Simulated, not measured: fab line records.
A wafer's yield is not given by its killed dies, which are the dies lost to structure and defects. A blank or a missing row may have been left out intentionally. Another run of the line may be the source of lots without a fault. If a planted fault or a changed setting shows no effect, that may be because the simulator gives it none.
What tool caused it? ; flow n5_finfet ; Sampling: 22 lots, 66 wafers, 4 of 1938 route steps

## WHAT THE GAUGES READ, wafer by wafer
N5_BEOL_M8_THK_MEAS_53: measures by xrf. Usual: M8_THK typically reads 78.6 nm, with standard deviation 1.8.
lot;measured;on;M8_THK (nm);flag
L074;day 11 01:23;film_metro-02;76.5 77.5 77.3;
L075;day 11 04:47;film_metro-02;80.7 76.5 73.8;
L076;day 11 05:31;film_metro-02;77.4 79.0 77.4;
L077;day 11 14:35;film_metro-02;79.3 78.1 80.4;
L078;day 11 21:25;film_metro-02;79.3 78.9 75.0;
L080;day 12 11:07;film_metro-02;80.1 80.9 75.8;
L079;day 12 14:34;film_metro-02;79.4 78.3 78.7;
L081;day 12 16:23;film_metro-01;77.0 79.9 75.6;
L082;day 12 21:50;film_metro-01;79.3 80.9 80.0;
L083;day 13 01:22;film_metro-02;76.9 78.6 79.6;
L084;day 13 06:44;film_metro-01;77.4 77.5 77.7;
L087;day 13 18:57;film_metro-01;78.5 80.0 76.3;
L085;day 14 01:40;film_metro-02;77.9 78.4 80.7;
L086;day 14 06:06;film_metro-01;77.7 80.9 76.6;
L089;day 14 09:30;film_metro-01;78.0 80.8 77.3;
L088;day 14 17:40;film_metro-02;77.1 80.0 78.6;
L090;day 15 08:11;film_metro-02;77.8 81.6 80.5;
L095;day 15 19:40;film_metro-02;80.5 80.1 79.2;
L093;day 15 21:26;film_metro-01;76.4 78.1 77.1;
L094;day 16 08:49;film_metro-02;78.4 78.7 79.4;
L097;day 17 05:49;film_metro-02;75.9 76.7 77.2;
L096;day 17 09:14;film_metro-02;78.0 81.7 78.3;

## EACH LOT AND THE TOOL THAT RAN IT (in order: tool; ch and the chambers of the sampled wafers; start)
lot;N5_BEOL_M7_STRIP_36;N5_BEOL_M7_CMP_52;N5_BEOL_M8_ILD_DEP_00
L074;rie_diel-01 ch 0,3, day 10 11:50;cmp-02 ch 1,2,3, day 10 16:19;pecvd-01 ch 0,1, day 10 16:42
L075;rie_diel-04 ch 0,1,3, day 10 15:37;cmp-04 ch 0,1,3, day 10 19:25;pecvd-01 ch 0,1, day 10 19:54
L076;rie_diel-01 ch 0,1, day 10 16:04;cmp-04 ch 1,3, day 10 21:10;pecvd-01 ch 0,1, day 10 21:37
L077;rie_diel-04 ch 0,2, day 11 00:47;cmp-04 ch 0,1,3, day 11 05:01;pecvd-03 ch 0,1,2, day 11 05:26
L078;rie_diel-03 ch 0,1,3, day 11 07:36;cmp-04 ch 0,1,3, day 11 13:13;pecvd-04 ch 1,2, day 11 13:40
L080;rie_diel-04 ch 1,2, day 11 22:33;cmp-04 ch 1,2,3, day 12 01:34;pecvd-03 ch 0,1, day 12 01:58
L079;rie_diel-01 ch 2,3, day 12 00:23;cmp-03 ch 0,2,3, day 12 04:32;pecvd-01 ch 0,1, day 12 04:59
L081;rie_diel-03 ch 2,3, day 12 02:47;cmp-03 ch 0,1,2, day 12 05:20;pecvd-04 ch 0,1,2, day 12 05:47
L082;rie_diel-04 ch 2,3, day 12 12:18;cmp-02 ch 0,1,3, day 12 14:37;pecvd-04 ch 1,2, day 12 15:06
L083;rie_diel-03 ch 0,2,3, day 12 12:28;cmp-03 ch 0,1,3, day 12 16:37;pecvd-01 ch 0,1,2, day 12 17:06
L084;rie_diel-04 ch 0,1,2, day 12 16:35;cmp-03 ch 1,2, day 12 20:35;pecvd-03 ch 0,1, day 12 21:04
L087;rie_diel-01 ch 2,3, day 13 06:26;cmp-03 ch 1,2, day 13 09:10;pecvd-04 ch 0,1,2, day 13 09:39
L085;rie_diel-04 ch 1,2,3, day 13 15:41;cmp-02 ch 1,2,3, day 13 18:08;pecvd-01 ch 0,1, day 13 18:32
L086;rie_diel-03 ch 0,2, day 13 21:23;cmp-03 ch 1,2,3, day 13 23:40;pecvd-04 ch 0,1, day 14 00:07
L089;rie_diel-01 ch 0,3, day 13 23:08;cmp-04 ch 1,2,3, day 14 01:19;pecvd-04 ch 0,2, day 14 01:46
L088;rie_diel-04 ch 2,3, day 14 05:17;cmp-03 ch 0,1,3, day 14 08:19;pecvd-01 ch 0,2, day 14 08:41
L090;rie_diel-03 ch 1,2,3, day 14 21:18;cmp-03 ch 0,2, day 14 23:38;pecvd-04 ch 0,2, day 15 00:08
L095;rie_diel-03 ch 2,3, day 15 08:59;cmp-02 ch 0,1, day 15 11:34;pecvd-03 ch 0,1,2, day 15 12:01
L093;rie_diel-01 ch 0,1,2, day 15 09:19;cmp-04 ch 1,2, day 15 11:48;pecvd-01 ch 1,2, day 15 12:18
L094;rie_diel-03 ch 0,1, day 15 18:43;cmp-04 ch 0,3, day 15 21:35;pecvd-01 ch 0,2, day 15 22:04
L097;rie_diel-04 ch 1,2, day 16 18:57;cmp-02 ch 0,1,2, day 16 22:17;pecvd-03 ch 0,1,2, day 16 22:46
L096;rie_diel-04 ch 0,2,3, day 16 19:21;cmp-02 ch 0,1,3, day 16 22:44;pecvd-03 ch 0,1,2, day 16 23:13
- N5_BEOL_M7_STRIP_36: strips in N2/H2.
- N5_BEOL_M7_CMP_52: polishes, stops on SiCOH lowk, t overpolish 6.9 s, target thk 80 nm.
- N5_BEOL_M8_ILD_DEP_00: deposits SiCOH lowk from DEMS/porogen, target thk 179.75 nm, time 33.4 s.

## AS READ BY THE TOOLS THEMSELVES (means over the sampled wafers that have a number; for cases with no such wafer, the mark the record gives instead)
N5_BEOL_M7_STRIP_36. Usual: drypump_motor_current_A 5.8 A, standard deviation 0.51; oes_product_au 0.76 a.u., standard deviation 0.076; rf_vpp_V 59.1 V, standard deviation 1.4; showerhead_plenum_p_Torr 2.53 Torr, standard deviation 0.076; throttle_valve_pct 23.8 %, standard deviation 0.4.
lot;tool;drypump_motor_current_A (A);oes_product_au (a.u.);rf_vpp_V (V);showerhead_plenum_p_Torr (Torr);throttle_valve_pct (%);flag
L074;rie_diel-01;6.2;0.85;59.7;2.55;23.2;
L075;rie_diel-04;6.0;0.73;60.9;2.54;23.9;
L076;rie_diel-01;6.2;0.78;57.6;2.45;23.7;
L077;rie_diel-04;5.7;0.77;60.0;2.58;23.5;
L078;rie_diel-03;5.8;0.75;59.2;2.54;23.8;
L080;rie_diel-04;5.8;0.81;58.9;2.47;24.2;
L079;rie_diel-01;5.9;0.74;59.9;2.63;23.8;
L081;rie_diel-03;5.3;0.77;58.8;2.57;23.8;
L082;rie_diel-04;5.5;0.85;59.7;2.51;23.7;
L083;rie_diel-03;5.4;0.76;58.7;2.54;23.9;
L084;rie_diel-04;5.8;0.78;59.5;2.52;23.9;
L087;rie_diel-01;5.9;0.73;59.2;2.63;23.8;
L085;rie_diel-04;5.8;0.78;59.6;2.49;24.0;
L086;rie_diel-03;4.9;0.71;59.2;2.57;24.1;
L089;rie_diel-01;6.2;0.77;61.0;2.59;23.5;
L088;rie_diel-04;5.7;0.78;58.5;2.51;23.8;
L090;rie_diel-03;5.7;0.74;58.3;2.56;23.8;
L095;rie_diel-03;5.8;0.77;58.7;2.50;23.7;
L093;rie_diel-01;6.0;0.74;57.7;2.51;23.7;
L094;rie_diel-03;5.7;0.69;60.2;2.58;23.9;
L097;rie_diel-04;5.8;0.76;58.1;2.46;24.2;
L096;rie_diel-04;5.7;0.84;58.4;2.53;23.5;

N5_BEOL_M7_CMP_52. Usual: barrier_field_endpoint_s 28.9 s, standard deviation 0.62; head_pressure_psi 1.0001 psi, standard deviation 0.0023; motor_current_A 6.0 A, standard deviation 0.57; overpolish_run_s 6.900 s, standard deviation 0.0093; platen_rpm 49.998 rpm, standard deviation 0.029; time_to_endpoint_s 62.0 s, standard deviation 2.8.
lot;tool;barrier_field_endpoint_s (s);head_pressure_psi (psi);motor_current_A (A);overpolish_run_s (s);platen_rpm (rpm);time_to_endpoint_s (s);flag
L074;cmp-02;29.3;1.0020;6.0;6.899;49.994;61.5;
L075;cmp-04;28.9;1.0001;6.1;6.904;50.047;63.7;
L076;cmp-04;28.3;0.9979;6.2;6.904;49.995;60.6;
L077;cmp-04;28.8;1.0018;6.0;6.914;50.012;63.9;
L078;cmp-04;29.3;1.0005;6.2;6.910;49.987;60.6;
L080;cmp-04;28.6;1.0025;5.9;6.895;49.983;60.2;
L079;cmp-03;28.6;1.0006;6.5;6.903;49.994;59.5;
L081;cmp-03;28.7;1.0002;6.2;6.908;50.012;60.1;
L082;cmp-02;28.7;0.9995;5.9;6.901;50.023;59.1;
L083;cmp-03;28.4;0.9997;6.1;6.893;49.982;62.6;
L084;cmp-03;29.9;0.9982;5.4;6.902;50.003;68.3;
L087;cmp-03;29.3;0.9969;5.4;6.894;49.969;64.5;
L085;cmp-02;29.2;1.0000;6.0;6.903;50.010;64.6;
L086;cmp-03;28.7;0.9989;5.8;6.898;50.016;60.7;
L089;cmp-04;29.3;1.0002;6.1;6.891;49.992;62.9;
L088;cmp-03;28.8;1.0000;6.4;6.901;49.999;63.3;
L090;cmp-03;29.2;0.9994;6.4;6.903;49.968;67.3;
L095;cmp-02;28.3;0.9989;5.4;6.903;50.000;61.5;
L093;cmp-04;28.7;1.0023;6.1;6.901;50.007;60.1;
L094;cmp-04;29.3;1.0003;6.3;6.906;49.976;62.1;
L097;cmp-02;28.1;0.9994;5.7;6.892;50.014;60.0;
L096;cmp-02;28.6;1.0025;5.7;6.903;50.025;61.9;

N5_BEOL_M8_ILD_DEP_00. Usual: heater_power_w 301 W, standard deviation 40; showerhead_plenum_p_Torr 5.741 Torr, standard deviation 0.019; throttle_valve_pct 14.3 %, standard deviation 0.57.
lot;tool;heater_power_w (W);showerhead_plenum_p_Torr (Torr);throttle_valve_pct (%);flag
L074;pecvd-01;340;5.733;14.3;
L075;pecvd-01;329;5.752;14.2;
L076;pecvd-01;349;5.747;14.4;
L077;pecvd-03;281;5.740;14.2;
L078;pecvd-04;295;5.744;14.0;
L080;pecvd-03;318;5.743;14.4;
L079;pecvd-01;309;5.753;14.4;
L081;pecvd-04;312;5.744;14.2;
L082;pecvd-04;323;5.745;14.1;
L083;pecvd-01;309;5.741;14.3;
L084;pecvd-03;310;5.745;15.0;
L087;pecvd-04;297;5.745;14.2;
L085;pecvd-01;345;5.758;14.3;
L086;pecvd-04;267;5.760;14.5;
L089;pecvd-04;261;5.741;14.3;
L088;pecvd-01;310;5.734;14.7;
L090;pecvd-04;326;5.733;13.8;
L095;pecvd-03;264;5.748;14.3;
L093;pecvd-01;312;5.713;14.2;
L094;pecvd-01;291;5.723;14.5;
L097;pecvd-03;300;5.741;14.5;
L096;pecvd-03;261;5.747;14.6;

## THE ANSWER, worked out from the rows above alone
Rule: a lot is off if the mean of its wafers that have a number lies more than 3 standard deviations from the usual mean. A lot without any number at a reading at which 4 lots or more have one is off too. The other lots that the step has rows for count as sound. Order of review: gauges by route order, followed by the tools' own readings, for which a lot's mean as printed above is used. At the first step where some lot is off, the reading lying furthest off is the one used; lots without a number count as furthest.
Across all readings shown, no lot is off: no conclusion can be drawn from this.

## WHAT THE SIMULATOR HAD INSERTED
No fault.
